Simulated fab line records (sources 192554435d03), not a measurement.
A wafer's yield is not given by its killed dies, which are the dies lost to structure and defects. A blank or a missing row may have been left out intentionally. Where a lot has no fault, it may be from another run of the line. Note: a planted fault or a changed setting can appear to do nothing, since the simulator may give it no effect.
Chamber matching	flow n5-finfet	N5_HKMG_FIN_STRIP_57 on rie-diel-04: 4 sister chambers
The step strips in CF4. 20 wafers are shown with their chamber, then 10 later ones without.

== WAFERS, EACH WITH ITS CHAMBER ==
wafer	chamber	showerhead-plenum-p-Torr (Torr)	oes-product-au (a.u.)	throttle-valve-pct (%)
L075.1	3	1.80	0.77	13.84
L075.3	2	1.80	0.77	13.90
L075.6	2	1.80	0.77	13.90
L076.1	3	1.80	0.77	13.85
L076.3	1	1.85	0.69	13.93
L076.5	0	1.86	0.73	13.68
L079.2	3	1.80	0.77	13.87
L079.4	0	1.86	0.72	13.70
L079.5	3	1.80	0.77	13.87
L080.1	0	1.86	0.72	13.69
L080.4	1	1.85	0.69	13.94
L080.6	3	1.80	0.76	13.85
L081.3	0	1.85	0.72	13.71
L081.4	1	1.85	0.68	13.95
L081.5	0	1.85	0.72	13.71
L085.2	0	1.85	0.71	13.73
L085.4	1	1.85	0.69	13.96
L085.5	2	1.80	0.76	13.93
L088.1	3	1.80	0.75	13.90
L088.4	0	1.85	0.71	13.75

SIGNATURES (means of the wafers above)
reading	chamber 0	chamber 1	chamber 2	chamber 3	scatter within a chamber
showerhead-plenum-p-Torr	1.8543	1.8500	1.8000	1.8000	0.00327
oes-product-au	0.7186	0.6875	0.7667	0.7650	0.00697
throttle-valve-pct	13.7100	13.9450	13.9100	13.8633	0.0207
Rule: for each reading, subtract the chamber's mean from the wafer's reading, divide by that reading's scatter and square the result; add these up over the readings and take the root, which gives the wafer's distance from the chamber. If the next closest chamber is less than 2 further off than the closest, the wafer can't be placed; otherwise it belongs to the closest. The scatter is the square root of a quotient: the sum, over the shown wafers, of each reading's squared deviation from its chamber's mean, divided by wafers minus chambers.

== WAFERS WITHOUT THEIR CHAMBER ==
wafer	showerhead-plenum-p-Torr (Torr)	oes-product-au (a.u.)	throttle-valve-pct (%)
L088.5	1.85	0.71	13.75
L089.1	1.85	0.70	13.76
L089.3	1.80	0.75	13.95
L089.6	1.80	0.74	13.91
L095.1	1.79	0.73	13.95
L095.4	1.79	0.74	13.99
L095.5	1.85	0.70	13.78
L097.2	1.84	0.69	13.79
L097.3	1.79	0.73	13.94
L097.6	1.79	0.73	13.94

== WHICH CHAMBER EACH ONE RAN IN ==
wafer	from the rows above	in truth
L088.5	0	0
L089.1	0	0
L089.3	can't be placed: 2 or 3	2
L089.6	can't be placed: 2 or 3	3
L095.1	can't be placed: 2 or 3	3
L095.4	can't be placed: 2 or 3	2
L095.5	0	0
L097.2	can't be placed: 0 or 1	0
L097.3	can't be placed: 2 or 3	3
L097.6	can't be placed: 2 or 3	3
Correct placement for 3 of the 10. Can't be placed from these rows: 7 (the true chamber is among the candidates in 7). Wrongly placed: 0.
